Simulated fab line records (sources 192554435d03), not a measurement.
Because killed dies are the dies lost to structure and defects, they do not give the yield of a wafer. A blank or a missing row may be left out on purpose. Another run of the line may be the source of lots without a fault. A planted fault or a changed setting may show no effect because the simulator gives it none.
Matching of chambers + flow n5 finfet + N5_BEOL_M14_ETCH_59 on rie diel-02: 4 sister chambers
The step etches BARC in N2/H2, target depth 89 nm, overetch 26.7 nm, time 67.9 s. 8 wafers are shown with their chamber, then 8 later ones without.

## WAFERS, EACH WITH ITS CHAMBER
| wafer  | chamber | drypump motor current A (A) | showerhead plenum p Torr (Torr) |
|--------|---------|-----------------------------|---------------------------------|
| L081.6 | 0       | 6.1                         | 2.41                            |
| L080.1 | 1       | 5.9                         | 2.60                            |
| L082.3 | 2       | 5.6                         | 2.51                            |
| L082.6 | 1       | 5.9                         | 2.60                            |
| L085.4 | 3       | 6.5                         | 2.51                            |
| L085.5 | 3       | 6.6                         | 2.51                            |
| L085.6 | 0       | 6.1                         | 2.72                            |
| L089.1 | 2       | 5.6                         | 2.50                            |

## WAFERS MISSING THEIR CHAMBER
| wafer  | drypump motor current A (A) | showerhead plenum p Torr (Torr) |
|--------|-----------------------------|---------------------------------|
| L089.3 | 5.9                         | 2.59                            |
| L089.4 | 6.5                         | 2.51                            |
| L093.1 | 6.1                         | 2.72                            |
| L093.4 | 5.9                         | 2.59                            |
| L093.6 | 6.5                         | 2.50                            |
| L092.2 | 6.1                         | 2.72                            |
| L092.4 | 5.6                         | 2.49                            |
| L092.6 | 6.6                         | 2.50                            |

## WHICH CHAMBER EACH WENT THROUGH
| wafer  | from the rows above | in truth |
|--------|---------------------|----------|
| L089.3 | 1                   | 1        |
| L089.4 | 3                   | 3        |
| L093.1 | 0                   | 0        |
| L093.4 | 1                   | 1        |
| L093.6 | 3                   | 3        |
| L092.2 | 0                   | 0        |
| L092.4 | 2                   | 2        |
| L092.6 | 3                   | 3        |
Placed correctly: 8 of 8. Can't be placed from these rows: 0. Number placed wrongly: 0.
How it was worked out, from the rows above alone: a wafer's distance from a chamber is the root of the sum, over the readings, of the square of ((its reading less the chamber's mean) divided by the reading's scatter). The wafer belongs to the nearest chamber; if the next one is less than 2 further off, it can't be placed. A chamber's mean is the mean of its shown wafers. How the scatter is found: for the shown wafers, subtract from each reading the mean of its chamber, square and add these, divide the total by (wafers less chambers), then take the root.
